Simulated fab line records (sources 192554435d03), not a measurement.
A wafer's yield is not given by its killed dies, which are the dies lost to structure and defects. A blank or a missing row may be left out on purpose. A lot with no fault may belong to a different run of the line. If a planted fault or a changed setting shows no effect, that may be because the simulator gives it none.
Problem report in the 8D (eight disciplines) form, filled by code ; flow n5_finfet ; the parts of the form that need people (team, actions taken, sign-off) are left out

== 1. PROBLEM STATEMENT ==
Wafers without a fault read 68.20, standard deviation 0.065; exposure_dose_mJ_cm2 at N5_BEOL_M7_EXPOSE_08 reads a mean of 69.04 on 6 wafers belonging to 2 lots. That puts it +13 standard deviations away from the usual mean.
The step: exposes mask M7.
The first sign was on wafer L567.2 at day 11 12:10, on arfi_scanner-02. Wafers with a number at this step in the record: 18, from 6 lots. By rule, "out" or "out of limits" means more than 4 standard deviations away from the usual mean. All remaining wafers that have a number are taken as sound.

== 2. WHAT IT IS, AND WHAT IT ISN'T ==
question;is;is not
which readings at this step;exposure_dose_mJ_cm2;-
which lots;L567, L570;L554, L555, L558, L559
which wafers of those lots;all that have a number;-
read on which tools;arfi_scanner-02;arfi_scanner-01, arfi_scanner-03
when;from day 11 12:10;up to then (12 sound wafers)

== 3. WHAT RULES OUT EACH SUSPECT ==
Counting: a tool stays on the suspect list if, at a process step up to the reading, it processed all lots that are out and no sound lot following the first of them.
- uv_cure-02 at N5_BEOL_M7_CURE_74 (cures SiCOH lowk, time 240 s): kept. Every lot that is out went through it, starting with L567 (day 11 11:01), and after that it ran no sound lot; the last sound lot it ran before then is L559 (day 9 21:31).
- pecvd-01 at N5_BEOL_M7_PECVD_70 (deposits SiO2 from TEOS/O2, target thk 20 nm, time 22.7 s): kept. Every lot that is out went through it, starting with L567 (day 11 11:29), and after that it ran no sound lot; the last sound lot it ran before then is L558 (day 9 09:37).
- arfi_scanner-02 at N5_BEOL_M7_EXPOSE_08 (exposes mask M7): kept. Every lot that is out went through it, starting with L567 (day 11 12:10), and after that it ran no sound lot; the last sound lot it ran before then is L554 (day 9 00:03). On those wafers its own readings are out: exposure_dose_mJ_cm2.
Still standing after the count: uv_cure-02 at N5_BEOL_M7_CURE_74, pecvd-01 at N5_BEOL_M7_PECVD_70, arfi_scanner-02 at N5_BEOL_M7_EXPOSE_08.

== 4. THE CAUSE (what the simulator had put in) ==
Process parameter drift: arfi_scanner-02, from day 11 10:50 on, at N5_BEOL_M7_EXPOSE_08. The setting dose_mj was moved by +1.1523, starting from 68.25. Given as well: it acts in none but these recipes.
3 suspects survive the count, and this tool is in that group.

== 5. SEQUENCE OF EFFECTS, ordered by route ==
Each row: a reading whose mean over the struck wafers that have a number lies more than 3 standard deviations from the usual. Scope: only readings with a usual standard deviation given in the record; hours: median across lots of the time from each lot's start at the first step in this table that gives one to its start at this step; sigmas: change in usual standard deviations.
hours;step;reading;usual;on struck wafers;change;sigmas
0;N5_BEOL_M7_EXPOSE_08;exposure_dose_mJ_cm2;68.20;69.04;+0.84;+13
It contains these process steps:
- N5_BEOL_M7_EXPOSE_08: exposes mask M7.
Later steps that measure or inspect, where all struck wafers having a row at the step show a number for every such reading and not one has moved that far: N5_BEOL_M7_CD_MEAS_11, N5_BEOL_M7_OVL_MEAS_12, N5_BEOL_M7_INSPECT_13.

== 6. HOW IT WOULD HAVE BEEN CAUGHT EARLIER ==
In this record the first reading out of limits was taken at day 11 12:10, 1 hour after the fault began at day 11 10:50.
